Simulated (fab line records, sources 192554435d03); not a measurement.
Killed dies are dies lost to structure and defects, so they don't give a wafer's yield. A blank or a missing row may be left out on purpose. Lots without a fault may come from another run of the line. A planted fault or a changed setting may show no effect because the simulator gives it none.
Which tool did it? | flow n5_finfet | 23 lots, 69 wafers sampled, at 2 steps of a route of 1938

WHAT THE GAUGES READ, wafer by wafer
N5_SDB_INSPECT_13: inspects for defects (brightfield).
lot  | measured    | on                | raw_defect_count
L074 | day 3 17:50 | defect_inspect-02 | 111 85 91
L075 | day 3 23:12 | defect_inspect-01 | 89 69 67
L076 | day 4 06:10 | defect_inspect-02 | 71 26 25
L077 | day 4 12:32 | defect_inspect-02 | 107 70 119
L078 | day 4 22:00 | defect_inspect-02 | 73 97 90
L079 | day 5 02:32 | defect_inspect-01 | 46 42 44
L080 | day 5 10:01 | defect_inspect-01 | 142 63 75
L081 | day 5 14:34 | defect_inspect-02 | 66 122 68
L082 | day 5 21:55 | defect_inspect-01 | 58 84 60
L083 | day 6 00:12 | defect_inspect-02 | 101 77 100
L084 | day 6 09:47 | defect_inspect-02 | 62 81 129
L085 | day 6 15:11 | defect_inspect-01 | 90 111 83
L086 | day 6 21:16 | defect_inspect-01 | 80 44 53
L087 | day 7 01:11 | defect_inspect-01 | 74 52 57
L088 | day 7 09:55 | defect_inspect-02 | 52 64 65
L089 | day 7 13:43 | defect_inspect-01 | 52 66 32
L090 | day 7 17:25 | defect_inspect-01 | 97 129 93
L091 | day 8 01:25 | defect_inspect-02 | 75 110 141
L092 | day 8 06:49 | defect_inspect-01 | 30 58 45
L093 | day 8 13:49 | defect_inspect-01 | 122 57 101
L094 | day 8 17:14 | defect_inspect-01 | 36 43 82
L096 | day 9 15:06 | defect_inspect-01 | 67 35 85
L097 | day 9 18:41 | defect_inspect-01 | 75 146 37

WHICH TOOL RAN EACH LOT (tool, then ch and the chambers of the sampled wafers, then the start)
lot  | N5_ILD0_CMP_03
L074 | cmp-03 ch 1,2,3, day 3 13:26
L075 | cmp-03 ch 0,3, day 3 18:48
L076 | cmp-01 ch 0,2,3, day 4 01:41
L077 | cmp-03 ch 0,2, day 4 08:08
L078 | cmp-01 ch 0,2,3, day 4 16:42
L079 | cmp-01 ch 0,1,2, day 4 22:07
L080 | cmp-01 ch 0,1,2, day 5 05:44
L081 | cmp-03 ch 1,2,3, day 5 10:12
L082 | cmp-02 ch 0,2, day 5 17:29
L083 | cmp-02 ch 1,2,3, day 5 19:48
L084 | cmp-02 ch 1,2, day 6 05:08
L085 | cmp-01 ch 0,1,3, day 6 10:55
L086 | cmp-01 ch 0,1,3, day 6 16:55
L087 | cmp-02 ch 2,3, day 6 20:55
L088 | cmp-02 ch 1,3, day 7 05:10
L089 | cmp-03 ch 2,3, day 7 09:06
L090 | cmp-03 ch 0,1,3, day 7 13:08
L091 | cmp-03 ch 0,2,3, day 7 20:54
L092 | cmp-01 ch 0,2,3, day 8 02:27
L093 | cmp-02 ch 0,1,2, day 8 08:44
L094 | cmp-02 ch 1,2,3, day 8 12:57
L096 | cmp-03 ch 0,3, day 9 10:25
L097 | cmp-03 ch 0,3, day 9 14:10
- N5_ILD0_CMP_03: polishes, stops on SiNx, t overpolish 1.9 s, target thk 197.38 nm.

WHAT THE TOOLS THEMSELVES READ (means of the sampled wafers that have a number; where no wafer has one, the mark that the record gives instead)
N5_ILD0_CMP_03.
lot  | tool   | motor_current_A (A) | overpolish_run_s (s) | time_to_endpoint_s (s)
L074 | cmp-03 | 13.1                | 1.893                | 75
L075 | cmp-03 | 13.7                | 1.901                | 72
L076 | cmp-01 | 12.4                | 1.904                | 68
L077 | cmp-03 | 12.9                | 1.903                | 71
L078 | cmp-01 | 11.7                | 1.898                | 70
L079 | cmp-01 | 11.8                | 1.895                | 69
L080 | cmp-01 | 12.2                | 1.903                | 70
L081 | cmp-03 | 12.5                | 1.895                | 72
L082 | cmp-02 | 12.1                | 1.899                | 68
L083 | cmp-02 | 11.4                | 1.909                | 72
L084 | cmp-02 | 10.9                | 1.897                | 73
L085 | cmp-01 | 11.8                | 1.891                | 72
L086 | cmp-01 | 11.6                | 1.899                | 70
L087 | cmp-02 | 11.6                | 1.897                | 74
L088 | cmp-02 | 11.4                | 1.899                | 72
L089 | cmp-03 | 13.1                | 1.896                | 72
L090 | cmp-03 | 12.9                | 1.891                | 71
L091 | cmp-03 | 13.4                | 1.909                | 70
L092 | cmp-01 | 11.6                | 1.894                | 64
L093 | cmp-02 | 11.7                | 1.893                | 77
L094 | cmp-02 | 11.1                | 1.894                | 79
L096 | cmp-03 | 13.9                | 1.896                | 64
L097 | cmp-03 | 14.0                | 1.899                | 63

THE ANSWER, worked out from the rows above alone
Rule: what is usual is taken from the lots themselves. Put in order of their means at a reading, lots are off if they are a third of the lots or fewer, leave a main group of 4 or more, and stand apart from it by a gap of 3 or more times the standard deviation of the main group's means; of several such gaps the widest counts. A main group whose means are all the same, to the digits that the tables above print for the reading, isn't used. A lot without any number at a reading at which 4 lots or more have one is off too. The other lots that the step has rows for count as sound. The gauges are gone through in route order, then the tools' own readings, and for those a lot's mean is taken as printed above. The first step at which some lot is off is used, and at that step the reading that is off furthest; a lot without a number counts as furthest.
No lot is off at any reading shown: from this, nothing can be told.

WHAT THE SIMULATOR HAD PUT IN
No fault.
